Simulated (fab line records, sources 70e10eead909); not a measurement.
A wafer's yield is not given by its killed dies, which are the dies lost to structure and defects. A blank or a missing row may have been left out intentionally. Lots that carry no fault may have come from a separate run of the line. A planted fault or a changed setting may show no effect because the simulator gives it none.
What tool caused it?    flow nandHarc    13 lots with 39 wafers sampled at 6 steps, on a route of 1302 steps

== WHAT THE GAUGES SHOWED, per wafer ==
NHARC_A_ZERO_WELL_CD_MEAS_10: target cd 2000 nm. Usual: cdNm 1999.5 nm, standard deviation 2.
lot   measured      on        cdNm (nm)             flag
L732  day 7 01:51   cdSem-01  1999.4 2001.3 2000.0  
L733  day 7 14:42   cdSem-01  2000.5 2000.2 2001.9  
L734  day 7 19:55   cdSem-01  2001.3 2001.1 2001.1  
L736  day 8 17:35   cdSem-03  2003.9 1999.3 2001.4  
L737  day 9 09:49   cdSem-01  1998.9 2001.6 2002.4  
L738  day 9 17:28   cdSem-02  1998.5 1999.6 1997.5  
L740  day 10 15:41  cdSem-03  1998.5 1997.1 1997.2  
L741  day 10 23:17  cdSem-02  2000.3 1998.7 2000.1  
L743  day 11 12:46  cdSem-03  2001.4 1998.3 1997.6  
L747  day 13 13:21  cdSem-02  1996.4 1998.0 1997.4  
L752  day 15 16:09  cdSem-01  1999.5 1999.0 2000.2  
L753  day 15 20:21  cdSem-01  1998.7 1997.8 1999.9  
L754  day 16 03:34  cdSem-02  1999.7 2001.0 2001.4  

NHARC_A_ONON_D1_THK_MEAS_24: measures by ellipsometry. Usual: thkNm 1000 nm, standard deviation 10.
lot   measured      on            thkNm (nm)      flag
L732  day 8 13:08   filmMetro-02  1007 1007 1006  
L733  day 9 02:44   filmMetro-02  1008 1008 1009  
L734  day 9 11:01   filmMetro-02  994 991 992     
L736  day 10 04:44  filmMetro-01  988 985 986     
L737  day 10 22:10  filmMetro-01  1007 1008 1006  
L738  day 11 06:11  filmMetro-02  996 995 995     
L740  day 12 04:05  filmMetro-02  1003 1004 1006  
L741  day 12 10:38  filmMetro-02  986 984 985     
L743  day 13 02:52  filmMetro-02  1021 1019 1021  
L747  day 14 23:17  filmMetro-02  469 1007 472    OFF
L752  day 17 05:04  filmMetro-01  982 985 982     
L753  day 17 05:05  filmMetro-02  1010 1010 1012  
L754  day 17 13:02  filmMetro-01  1016 1017 1016  

NHARC_END_SORT_01. Usual: killedAtArray 62, standard deviation 15; killedAtOther 0.8, standard deviation 1; killedAtPeriphery 3.7, standard deviation 2.6; killedDies 66, standard deviation 15; killedOpen 3.1, standard deviation 1.8; killedShort 2.6, standard deviation 1.7.
lot   measured      on         killedAtArray  killedAtOther  killedAtPeriphery  killedDies  killedOpen  killedShort  flag
L747  day 30 17:49  prober-02  671 55 669     1 0 1          5 7 7              677 62 677  7 5 5       5 3 5        OFF

== EACH LOT AND THE TOOL THAT RAN IT (in order: tool; ch and the chambers of the sampled wafers; start) ==
lot   NHARC_P_BONDPAD_ANNEAL_28        NHARC_A_ONON_D1_DEP_22           NHARC_A_CHANNEL_HOLE_D1_DEP_01
L732  rtpAnneal-01 ch 0, day 6 23:48   pecvdOnon-04 ch 0, day 8 12:37   pecvd-02 ch 1,2, day 8 16:55
L733  rtpAnneal-01 ch 0, day 7 12:34   pecvdOnon-03 ch 0, day 9 02:17   pecvd-01 ch 0,1,2, day 9 08:53
L734  rtpAnneal-02 ch 0, day 7 17:46   pecvdOnon-03 ch 0, day 9 10:34   pecvd-01 ch 0,1, day 9 16:32
L736  rtpAnneal-01 ch 0, day 8 15:30   pecvdOnon-03 ch 0, day 10 04:20  pecvd-02 ch 0,1,2, day 10 08:31
L737  rtpAnneal-01 ch 0, day 9 07:47   pecvdOnon-04 ch 0, day 10 21:50  pecvd-02 ch 0,1,2, day 11 01:55
L738  rtpAnneal-01 ch 0, day 9 15:16   pecvdOnon-03 ch 0, day 11 05:40  pecvd-02 ch 0,1,2, day 11 11:20
L740  rtpAnneal-01 ch 0, day 10 13:28  pecvdOnon-03 ch 0, day 12 03:35  pecvd-02 ch 1,2, day 12 08:42
L741  rtpAnneal-02 ch 0, day 10 21:08  pecvdOnon-03 ch 0, day 12 10:11  pecvd-03 ch 0,1, day 12 15:13
L743  rtpAnneal-02 ch 0, day 11 10:35  pecvdOnon-02 ch 0, day 13 02:21  pecvd-02 ch 0,1,2, day 13 06:58
L747  rtpAnneal-02 ch 0, day 13 11:16  pecvdOnon-03 ch 0, day 14 22:46  pecvd-02 ch 1, day 15 03:25
L752  rtpAnneal-02 ch 0, day 15 13:58  pecvdOnon-04 ch 0, day 17 04:37  pecvd-03 ch 0,1, day 17 08:47
L753  rtpAnneal-02 ch 0, day 15 18:09  pecvdOnon-02 ch 0, day 17 04:35  pecvd-03 ch 1,2, day 17 09:20
L754  rtpAnneal-01 ch 0, day 16 01:23  pecvdOnon-02 ch 0, day 17 12:32  pecvd-02 ch 1,2, day 17 19:47
- NHARC_P_BONDPAD_ANNEAL_28: time 90 s.
- NHARC_A_ONON_D1_DEP_22: target thk 1000 nm.
- NHARC_A_CHANNEL_HOLE_D1_DEP_01: deposits SiON, target thk 140 nm.

== WHAT THE TOOLS THEMSELVES READ (means of the sampled wafers that have a number; where no wafer has one, the mark that the record gives instead) ==
NHARC_P_BONDPAD_ANNEAL_28. Usual: wafer_temp_C_max 226.2, standard deviation 0.51.
lot   tool          wafer_temp_C_max  flag
L732  rtpAnneal-01  225.6             
L733  rtpAnneal-01  225.9             
L734  rtpAnneal-02  226.5             
L736  rtpAnneal-01  225.9             
L737  rtpAnneal-01  225.8             
L738  rtpAnneal-01  226.0             
L740  rtpAnneal-01  225.6             
L741  rtpAnneal-02  226.5             
L743  rtpAnneal-02  226.7             
L747  rtpAnneal-02  226.5             
L752  rtpAnneal-02  226.5             
L753  rtpAnneal-02  226.6             
L754  rtpAnneal-01  226.1             

NHARC_A_ONON_D1_DEP_22. Usual: n2oFlowSccm 2000 sccm, standard deviation 5.9.
lot   tool          n2oFlowSccm (sccm)  flag
L732  pecvdOnon-04  1992                
L733  pecvdOnon-03  2000                
L734  pecvdOnon-03  2000                
L736  pecvdOnon-03  2000                
L737  pecvdOnon-04  2010                
L738  pecvdOnon-03  2008                
L740  pecvdOnon-03  2002                
L741  pecvdOnon-03  2004                
L743  pecvdOnon-02  1998                
L747  pecvdOnon-03  1994                
L752  pecvdOnon-04  1998                
L753  pecvdOnon-02  1995                
L754  pecvdOnon-02  2001                

NHARC_A_CHANNEL_HOLE_D1_DEP_01. Usual: heaterPowerW 720 W, standard deviation 110; rfFwdPowerW 348.6 W, standard deviation 1.
lot   tool      heaterPowerW (W)  rfFwdPowerW (W)  flag
L732  pecvd-02  775               348.2            
L733  pecvd-01  747               348.9            
L734  pecvd-01  866               348.3            
L736  pecvd-02  702               349.6            
L737  pecvd-02  705               348.7            
L738  pecvd-02  705               347.8            
L740  pecvd-02  774               348.7            
L741  pecvd-03  647               349.6            
L743  pecvd-02  691               347.9            
L747  pecvd-02  890               348.5            
L752  pecvd-03  680               348.1            
L753  pecvd-03  794               349.2            
L754  pecvd-02  756               347.7            

== THE ANSWER, worked out from the rows above alone ==
Rule: take the mean of a lot's wafers that have a number; if it is more than 3 standard deviations from the usual mean, the lot is off. A lot without any number at a reading at which 4 lots or more have one is off too. Where the step has rows for the other lots, those lots are counted as sound. First the gauges in route order, then the tools' own readings, where a lot's mean is used as printed above. At the first step where some lot is off, the reading lying furthest off is the one used; lots without a number count as furthest.
Off: L747, at NHARC_A_ONON_D1_THK_MEAS_24 (thkNm).
If a tool, at a process step before that reading, ran all the lots that are off and no sound lot after the first of them, it fits. The gauges at NHARC_A_ONON_D1_THK_MEAS_24 aren't tried: what is off there is off at NHARC_END_SORT_01 too, on other tools, and a gauge's error can't cause that. One fits: NHARC_A_ONON_D1_DEP_22 on pecvdOnon-03. A fault onset in the window from L741 (day 12 10:11, its last sound lot) to L747 (day 14 22:46, its first lot off) fits.

== WHAT WAS PUT IN BY THE SIMULATOR ==
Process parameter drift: pecvdOnon-03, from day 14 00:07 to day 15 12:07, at NHARC_A_ONON_D1_DEP_22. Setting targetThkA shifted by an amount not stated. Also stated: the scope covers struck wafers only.
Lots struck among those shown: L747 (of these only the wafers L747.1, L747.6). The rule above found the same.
